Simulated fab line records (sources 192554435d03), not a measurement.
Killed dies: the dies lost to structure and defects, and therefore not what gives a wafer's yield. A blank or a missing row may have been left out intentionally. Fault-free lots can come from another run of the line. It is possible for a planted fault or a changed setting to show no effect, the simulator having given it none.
A lot that was struck, set against a sound lot + flow n5-finfet + 18 out of 1938 route steps
Sound: these wafers, L330.2, L330.4, L330.5. Struck: wafer L334.4 (left out: L334.3, L334.5 of the same lot, which were not struck); the cause appears at the end.
Per side, at each step with rows, come the tool, then ch with its chambers, and then its first start. Under that, the readings that differ: sound wafers + struck wafers + difference of the means + sigmas: that difference in standard deviations of wafers without a fault.
alike: readings with means less than 2 such deviations apart, plus words and numbers identical on both sides. not compared: withheld readings, readings lacking a value on some wafer, bounds such as >300 that could conceal the same value, and numbers that have no deviation in the record and whose values overlap.
A row with sigmas, a row that says differs or no value, or rows on one side alone: a step with any of these is where the two part. Non-overlapping numbers with no deviation appear without sigmas and do not part them. Lack of a reading on every wafer of one side parts them only where that side has two or more wafers.

first, 7 steps without rows for these wafers: N5_BEOL_M9_COAT_60 (time 60 s, resist thk 30 nm); N5_BEOL_M9_COAT_05 (resist thk 90 nm); N5_BEOL_M9_EBR_07; N5_BEOL_M9_SOFTBAKE_06 (time 60 s); N5_BEOL_M9_EXPOSE_08 (exposes mask M9); N5_BEOL_M9_PEB_09 (peb time 60 s); N5_BEOL_M9_DEVELOP_10 (develop time 30 s).
N5_BEOL_M9_CD_MEAS_11: target cd 64.1 nm.
  sound on cd-sem-03 ch 0, day 11 21:29; struck on cd-sem-02 ch 0, day 12 13:59
  alike: cd-nm
N5_BEOL_M9_OVL_MEAS_12:
  sound on overlay-01 ch 0, day 11 21:31; struck on overlay-01 ch 0, day 12 14:01
| reading     | sound       | struck | difference | sigmas |
|-------------|-------------|--------|------------|--------|
| M9_OVL (nm) | 0.3 1.1 0.4 | -1.2   | -1.8       | -2     |
N5_BEOL_M9_INSPECT_13: inspects for defects (brightfield).
  struck on defect-inspect-02, day 12 14:02; sound on defect-inspect-01, day 11 21:33
  alike: raw-defect-count
N5_BEOL_M9_DESCUM_16: chemistry O2, time 7.9 s.
  sound on rie-diel-04 ch 2,3, day 11 21:37; struck on rie-diel-02 ch 2, day 12 14:04
  alike: drypump-motor-current-A, oes-product-au, rf-vpp-V, showerhead-plenum-p-Torr, temp-c, throttle-valve-pct
  not compared: rf-hours-counter-h
N5_BEOL_M9_ETCH_61: etches SiARC in CF4, target depth 39 nm, time 65 s.
  sound on rie-diel-04 ch 2,3, day 11 21:39; struck on rie-diel-02 ch 2, day 12 14:06
| reading               | sound          | struck | difference | sigmas |
|-----------------------|----------------|--------|------------|--------|
| etch-rf-on-time-s (s) | 65.3 62.4 64.5 | 68.3   | +4.2       | +2     |
  alike: drypump-motor-current-A, oes-product-au, rf-vpp-V, showerhead-plenum-p-Torr, throttle-valve-pct
  not compared: rf-hours-counter-h
N5_BEOL_M9_ETCH_62: etches SOC in N2/H2, target depth 110 nm, overetch 22 nm, time 165 s.
  sound on rie-diel-04 ch 2,3, day 11 21:42; struck on rie-diel-02 ch 2, day 12 14:09
| reading                                    | sound             | struck | difference | sigmas |
|--------------------------------------------|-------------------|--------|------------|--------|
| temp-c (C)                                 | 39.90 39.81 40.01 | 40.14  | +0.23      | +2     |
| model.SiARC_of_BEOL_M9_COAT_60.thk-nm (nm) | 23.2 23.2 23.2    | 22.8   | -0.4       |        |
  alike: drypump-motor-current-A, oes-product-au, rf-vpp-V, showerhead-plenum-p-Torr, throttle-valve-pct
  not compared: rf-hours-counter-h
then, 1 step without rows for these wafers: N5_BEOL_M9_STRIP_68 (strips in N2/H2).
N5_BEOL_M9_STRIP_67: strips in CF4.
  sound on rie-diel-04 ch 2,3, day 11 21:51; struck on rie-diel-02 ch 2, day 12 14:18
  alike: drypump-motor-current-A, oes-product-au, rf-vpp-V, showerhead-plenum-p-Torr, throttle-valve-pct
  not compared: rf-hours-counter-h
N5_BEOL_M9_HM_OPEN_17: chemistry Cl2/BCl3, target TiN, target depth 20 nm, overetch 6 nm.
  sound on rie-metal-03 ch 0,1, day 11 21:53; struck on rie-metal-02 ch 1, day 12 14:24
| reading                     | sound             | struck | difference | sigmas |
|-----------------------------|-------------------|--------|------------|--------|
| drypump-motor-current-A (A) | 6.4 6.3 6.4       | 5.0    | -1.4       | -3     |
| model.etch.depth-nm (nm)    | 20.44 20.47 20.45 | 17.66  | -2.79      |        |
  alike: he-backside-leak-sccm, oes_ar_750_au, oes-product-au, throttle-valve-pct
  not compared: rf-hours-counter-h
N5_BEOL_M9_STRIP_19: strips in O2.
  sound on rie-diel-02 ch 1,2,3, day 11 22:02; struck on rie-diel-02 ch 1, day 12 14:34
  alike: drypump-motor-current-A, oes-product-au, rf-vpp-V, showerhead-plenum-p-Torr, temp-c, throttle-valve-pct
  not compared: rf-hours-counter-h
N5_PASSIVATION_PROBE_49:
  the record holds rows for the sound wafers here (prober-02, day 14 15:57) but none for the struck ones

WHERE THEY PART
Earliest at N5_BEOL_M9_OVL_MEAS_12; latest, in this record, at N5_PASSIVATION_PROBE_49.

WHY: what the simulator had put in
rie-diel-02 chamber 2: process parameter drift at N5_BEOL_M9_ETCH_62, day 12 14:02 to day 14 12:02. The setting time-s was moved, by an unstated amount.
